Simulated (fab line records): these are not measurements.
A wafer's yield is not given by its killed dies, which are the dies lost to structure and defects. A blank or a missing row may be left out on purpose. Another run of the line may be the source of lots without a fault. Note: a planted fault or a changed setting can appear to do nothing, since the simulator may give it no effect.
A struck lot beside a sound one | flow nandHarc | 24 steps out of a route of 1302
Sound: the wafers L519.1, L519.2, L519.6. Wafers struck: L527.4, L527.5, L527.6. The cause is given at the end.
For every step that has rows: the tool of each side, followed by ch and its chambers, followed by its first start. Under that, the readings that differ: sound wafers | struck wafers | difference of the means | sigmas: that difference in standard deviations of wafers without a fault.
alike: readings whose means differ by less than 2 such deviations, and words and numbers that are the same on both sides. not compared: withheld readings, readings that some wafer has no value for, bounds like >300 that may hide the same value, and numbers for which the record gives no deviation and whose values overlap.
The two part at a step that has a row with sigmas, a row that says differs or no value, or rows on one side only. Non-overlapping numbers with no deviation appear without sigmas and do not part them. A reading that every wafer of one side lacks parts them only if that side has two wafers or more.

NHARC_P_M1_INSPECT_27:
  sound: defectInspect-02 at day 8 04:37; struck: defectInspect-02 at day 12 14:41
  alike: rawDefectCount
NHARC_P_M1_PRE_CLEAN_32: time 12 s.
  sound on pecvd-01 ch 0,2, day 8 04:40; struck on pecvd-01 ch 0,1,2, day 12 14:47
  alike: heaterPowerW
NHARC_P_M1_DEP_33: deposits SiCN, target thk 30 nm.
  sound on pecvd-01 ch 0,2, day 8 04:45; struck on pecvd-01 ch 0,1,2, day 12 14:58
  alike: heaterPowerW
then, 8 steps without rows for these wafers: NHARC_P_M2_DEP_00 (deposits SiOC, target thk 182.5 nm); NHARC_P_M2_DEHYDRATE_01 (time 120 s); NHARC_P_M2_HMDS_02 (time 30 s); NHARC_P_M2_COAT_34 (time 65 s); NHARC_P_M2_COAT_03 (resist thk 90 nm); NHARC_P_M2_SOFTBAKE_04 (time 55 s); NHARC_P_M2_EBR_05; NHARC_P_M2_EXPOSE_06 (exposes mask P M2, target cd 170 nm).
NHARC_P_M2_PEB_07: peb time 65 s.
  sound on lithoTrack-04 ch 0, day 8 05:56; struck on lithoTrack-01 ch 0, day 12 16:00
  alike: chillPlateTempC
then, 1 step without rows for these wafers: NHARC_P_M2_DEVELOP_08 (develop time 35 s).
NHARC_P_M2_CD_MEAS_09: target cd 170 nm.
  sound on cdSem-01 ch 0, day 8 06:01; struck on cdSem-02 ch 0, day 12 16:05
reading   | sound             | struck            | difference | sigmas
cdNm (nm) | 170.1 170.3 171.3 | 173.7 174.3 175.2 | +3.8       | +6
NHARC_P_M2_OVL_MEAS_10: pitch 340 nm.
  sound: overlay-02 at day 8 06:07; struck: overlay-02 at day 12 16:10
  alike: overlayXNm, overlayYNm
NHARC_P_M2_INSPECT_11:
  sound: defectInspect-01 at day 8 06:08; struck: defectInspect-01 at day 12 16:12
  alike: rawDefectCount
NHARC_P_M2_DESCUM_14: chemistry O2, time 3 s.
  sound on rieDiel-03 ch 1,2,3, day 8 06:12; struck on rieDiel-12 ch 0,3, day 12 16:16
reading              | sound             | struck            | difference | sigmas
model.P_M2.cdNm (nm) | 170.7 170.7 171.1 | 174.3 174.5 175.2 | +3.8       | 
  alike: chamberPressureMTorr, drypumpMotorCurrentA, oesProductAu, rfVppV, showerheadPlenumPTorr, throttleValvePct
  not compared: rfHoursCounterH
NHARC_P_M2_ETCH_35: etches the open film in N2/H2, target depth 40 nm, overetch 12 nm, time 43.94 s.
  sound on rieDiel-03 ch 1,2, day 8 06:17; struck on rieDiel-12 ch 0,2,3, day 12 16:22
  alike: chamberPressureMTorr, drypumpMotorCurrentA, oesProductAu, rfVppV, showerheadPlenumPTorr, throttleValvePct
  not compared: rfHoursCounterH
NHARC_P_M2_ETCH_15: etches the open film in C4F8/Ar, target depth 182.5 nm, time 91.2 s.
  sound on rieDiel-03 ch 0,2,3; struck on rieDiel-12 ch 0,1,2
  alike: chamberPressureMTorr, oesProductAu, rfVppV
  not compared: rfHoursCounterH
NHARC_P_M2_CD_MEAS_16:
  sound: cdSem-01 at day 8 06:31; struck: cdSem-03 at day 12 16:34
reading   | sound             | struck            | difference | sigmas
cdNm (nm) | 171.4 170.8 171.3 | 173.6 174.3 175.1 | +3.2       | +3
NHARC_P_M2_STRIP_18: strips in N2/H2.
  sound on rieDiel-12 ch 0,1,2, day 8 06:35; struck on rieDiel-04 ch 1,2, day 12 16:40
reading    | sound          | struck         | difference | sigmas
rfVppV (V) | 88.2 91.0 89.3 | 92.4 92.8 91.6 | +2.8       | +3
  alike: chamberPressureMTorr, drypumpMotorCurrentA, oesProductAu, showerheadPlenumPTorr, throttleValvePct
  not compared: rfHoursCounterH
NHARC_P_M2_ETCH_28: etches the open film in CF4/N2, target depth 30 nm, time 72.99 s.
  sound on rieDiel-12 ch 1,2; struck on rieDiel-04 ch 0,1,3
reading              | sound             | struck            | difference | sigmas
model.P_M2.cdNm (nm) | 171.5 169.9 171.7 | 173.5 174.7 175.6 | +3.6       | 
  alike: chamberPressureMTorr, drypumpMotorCurrentA, oesProductAu, rfVppV, showerheadPlenumPTorr, throttleValvePct
  not compared: rfHoursCounterH
then, 1 step without rows for these wafers: NHARC_P_M2_STRIP_19 (strips in post etch residue remover, time 600 s).
-- record jumps: 18 days between struck wafers' starts before vs after; left off in module P_M2, resumes in module END, first step shown is number 1302 of the route --
NHARC_END_SORT_01:
  at this point the record logs the struck wafers (prober-02 ch 0, day 30 22:44) and has no rows for the sound ones

## WHERE THEY PART
Last at NHARC_END_SORT_01 as far as this record goes, first at NHARC_P_M2_CD_MEAS_09.

WHY: what had been put in by the simulator
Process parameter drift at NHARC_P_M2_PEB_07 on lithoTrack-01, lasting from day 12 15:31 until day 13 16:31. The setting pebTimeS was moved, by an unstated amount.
